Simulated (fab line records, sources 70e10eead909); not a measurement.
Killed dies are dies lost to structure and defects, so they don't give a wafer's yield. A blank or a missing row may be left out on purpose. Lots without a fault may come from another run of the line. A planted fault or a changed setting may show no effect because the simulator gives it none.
Which tool did it? | flow nand_harc | 14 lots, 42 wafers sampled, at 4 steps of a route of 1302

WHAT THE GAUGES READ, wafer by wafer
The record holds no reading of a measuring or inspecting step that can be judged against a usual standard deviation.

WHICH TOOL RAN EACH LOT (tool, then ch and the chambers of the sampled wafers, then the start)
lot  | NHARC_P_GATE_STRIP_111               | NHARC_P_GATE_DEVELOP_58           | NHARC_P_GATE_STRIP_113               | NHARC_P_GATE_RTA_64
L669 | plasma_asher-01 ch 0,1, day 5 20:25  | litho_track-05 ch 0, day 5 21:00  | plasma_asher-01 ch 0,1, day 5 23:56  | rtp_anneal-02 ch 0, day 6 01:04
L672 | plasma_asher-01 ch 0,1, day 6 16:29  | litho_track-02 ch 0, day 6 17:00  | plasma_asher-01 ch 0,1, day 6 20:00  | rtp_anneal-01 ch 0, day 6 21:10
L673 | plasma_asher-02 ch 0,1, day 7 06:39  | litho_track-03 ch 0, day 7 07:00  | plasma_asher-01 ch 0,1, day 7 09:56  | rtp_anneal-02 ch 0, day 7 11:14
L674 | plasma_asher-01 ch 0,1, day 7 12:11  | litho_track-05 ch 0, day 7 13:00  | plasma_asher-02 ch 0,1, day 7 15:41  | rtp_anneal-01 ch 0, day 7 16:56
L678 | plasma_asher-01 ch 0,1, day 9 09:12  | litho_track-03 ch 0, day 9 10:00  | plasma_asher-02 ch 0,1, day 9 12:38  | rtp_anneal-01 ch 0, day 9 13:52
L681 | plasma_asher-02 ch 0,1, day 10 09:39 | litho_track-03, day 10 10:00      | plasma_asher-01 ch 0,1, day 10 13:04 | rtp_anneal-01 ch 0, day 10 14:13
L682 | plasma_asher-01 ch 0,1, day 10 19:23 | litho_track-03, day 10 20:00      | plasma_asher-02 ch 0,1, day 10 22:58 | rtp_anneal-02 ch 0, day 10 23:58
L683 | plasma_asher-02 ch 0,1, day 11 21:08 | litho_track-03 ch 0, day 11 22:00 | plasma_asher-02 ch 0,1, day 12 00:41 | rtp_anneal-01 ch 0, day 12 01:52
L684 | plasma_asher-01 ch 1, day 12 05:23   | litho_track-05 ch 0, day 12 06:00 | plasma_asher-01 ch 0,1, day 12 08:58 | rtp_anneal-02 ch 0, day 12 10:08
L687 | plasma_asher-02 ch 0,1, day 13 10:41 | litho_track-03 ch 0, day 13 11:00 | plasma_asher-02 ch 0,1, day 13 14:19 | rtp_anneal-02 ch 0, day 13 15:25
L689 | plasma_asher-01 ch 0,1, day 13 17:23 | litho_track-02 ch 0, day 13 18:00 | plasma_asher-02 ch 0,1, day 13 20:53 | rtp_anneal-02 ch 0, day 13 22:09
L688 | plasma_asher-01 ch 0,1, day 13 17:58 | litho_track-03 ch 0, day 13 18:00 | plasma_asher-01 ch 0,1, day 13 21:29 | rtp_anneal-01 ch 0, day 13 22:34
L690 | plasma_asher-02 ch 0,1, day 14 05:00 | litho_track-02 ch 0, day 14 06:00 | plasma_asher-01 ch 0,1, day 14 08:27 | rtp_anneal-01 ch 0, day 14 09:45
L691 | plasma_asher-02 ch 1, day 14 16:37   | litho_track-02 ch 0, day 14 17:00 | plasma_asher-01 ch 0,1, day 14 19:47 | rtp_anneal-01 ch 0, day 14 21:03
- NHARC_P_GATE_STRIP_111: strips in N2/H2, time 250 s.
- NHARC_P_GATE_DEVELOP_58: time 70 s.
- NHARC_P_GATE_STRIP_113: strips in N2/H2, time 740 s.
- NHARC_P_GATE_RTA_64: time 1 s.

WHAT THE TOOLS THEMSELVES READ (means of the sampled wafers that have a number; where no wafer has one, the mark that the record gives instead)
NHARC_P_GATE_STRIP_111.
lot  | tool            | drypump_motor_current_A (A) | heater_power_w (W)
L669 | plasma_asher-01 | 6.2                         | 87
L672 | plasma_asher-01 | 6.1                         | 93
L673 | plasma_asher-02 | 5.0                         | 91
L674 | plasma_asher-01 | 6.2                         | 91
L678 | plasma_asher-01 | 6.2                         | 85
L681 | plasma_asher-02 | 5.1                         | 90
L682 | plasma_asher-01 | 6.2                         | 86
L683 | plasma_asher-02 | 5.0                         | 82
L684 | plasma_asher-01 | 6.3                         | 81
L687 | plasma_asher-02 | 5.0                         | 89
L689 | plasma_asher-01 | 6.1                         | 90
L688 | plasma_asher-01 | 6.1                         | 89
L690 | plasma_asher-02 | 5.0                         | 84
L691 | plasma_asher-02 | 5.1                         | 92

NHARC_P_GATE_DEVELOP_58.
lot  | tool           | chill_plate_temp_C (C) | exhaust_pa (Pa) | resist_line_temp_C (C)
L669 | litho_track-05 | 23.04                  | 46.0            | 22.91
L672 | litho_track-02 | 22.88                  | 45.1            | 23.09
L673 | litho_track-03 | 22.98                  | 44.2            | 22.98
L674 | litho_track-05 | 22.95                  | 45.2            | 22.92
L678 | litho_track-03 | 23.11                  | 45.5            | 23.04
L681 | litho_track-03 | -                      | -               | -
L682 | litho_track-03 | -                      | -               | -
L683 | litho_track-03 | 22.93                  | 44.9            | 22.92
L684 | litho_track-05 | 22.94                  | 44.8            | 23.08
L687 | litho_track-03 | 22.97                  | 45.2            | 23.11
L689 | litho_track-02 | 23.01                  | 44.6            | 22.99
L688 | litho_track-03 | 23.03                  | 45.1            | 23.20
L690 | litho_track-02 | 22.91                  | 44.6            | 22.97
L691 | litho_track-02 | 23.01                  | 44.4            | 23.02

NHARC_P_GATE_STRIP_113.
lot  | tool            | drypump_motor_current_A (A) | heater_power_w (W)
L669 | plasma_asher-01 | 6.2                         | 87
L672 | plasma_asher-01 | 6.1                         | 87
L673 | plasma_asher-01 | 6.2                         | 87
L674 | plasma_asher-02 | 5.0                         | 90
L678 | plasma_asher-02 | 5.0                         | 90
L681 | plasma_asher-01 | 6.1                         | 89
L682 | plasma_asher-02 | 5.0                         | 87
L683 | plasma_asher-02 | 5.0                         | 87
L684 | plasma_asher-01 | 6.2                         | 84
L687 | plasma_asher-02 | 5.1                         | 87
L689 | plasma_asher-02 | 5.0                         | 82
L688 | plasma_asher-01 | 6.2                         | 85
L690 | plasma_asher-01 | 6.1                         | 90
L691 | plasma_asher-01 | 6.2                         | 85

NHARC_P_GATE_RTA_64.
lot  | tool          | anneal_temp_c_max | lamp_power_pct (%) | lamp_zone_2_pct (%) | lamp_zone_7_pct (%) | wafer_temp_C_max
L669 | rtp_anneal-02 | 1054.2            | 30                 | 30                  | 30                  | 1056.3
L672 | rtp_anneal-01 | 1059.7            | 37                 | 37                  | 37                  | 1055.4
L673 | rtp_anneal-02 | 1055.2            | 30                 | 30                  | 30                  | 1056.9
L674 | rtp_anneal-01 | 1058.5            | 37                 | 37                  | 37                  | 1055.1
L678 | rtp_anneal-01 | 1058.8            | 37                 | 37                  | 37                  | 1055.7
L681 | rtp_anneal-01 | 1057.8            | 37                 | 37                  | 37                  | 1055.1
L682 | rtp_anneal-02 | 1053.9            | 30                 | 30                  | 30                  | 1057.0
L683 | rtp_anneal-01 | 1058.0            | 37                 | 37                  | 37                  | 1055.6
L684 | rtp_anneal-02 | 1054.4            | 30                 | 30                  | 30                  | 1056.1
L687 | rtp_anneal-02 | 1053.7            | 30                 | 30                  | 30                  | 1055.4
L689 | rtp_anneal-02 | 1053.3            | 30                 | 30                  | 30                  | 1055.8
L688 | rtp_anneal-01 | 1059.6            | 37                 | 37                  | 37                  | 1055.2
L690 | rtp_anneal-01 | 1059.2            | 37                 | 37                  | 37                  | 1055.6
L691 | rtp_anneal-01 | 1060.6            | 37                 | 37                  | 37                  | 1054.9

THE ANSWER, worked out from the rows above alone
Rule: what is usual is taken from the lots themselves. Put in order of their means at a reading, lots are off if they are a third of the lots or fewer, leave a main group of 4 or more, and stand apart from it by a gap of 3 or more times the standard deviation of the main group's means; of several such gaps the widest counts. A main group whose means are all the same, to the digits that the tables above print for the reading, isn't used. A lot without any number at a reading at which 4 lots or more have one is off too. The other lots that the step has rows for count as sound. The gauges are gone through in route order, then the tools' own readings, and for those a lot's mean is taken as printed above. The first step at which some lot is off is used, and at that step the reading that is off furthest; a lot without a number counts as furthest.
Off: L681, L682, at NHARC_P_GATE_DEVELOP_58 (chill_plate_temp_C). Without a number there: L681, L682. The main group: mean 22.98 C, standard deviation 0.061.
A tool fits if, at that step or a process step before it, it ran every lot that is off, and no sound lot after the first of them. None of those tried fits.

WHAT THE SIMULATOR HAD PUT IN
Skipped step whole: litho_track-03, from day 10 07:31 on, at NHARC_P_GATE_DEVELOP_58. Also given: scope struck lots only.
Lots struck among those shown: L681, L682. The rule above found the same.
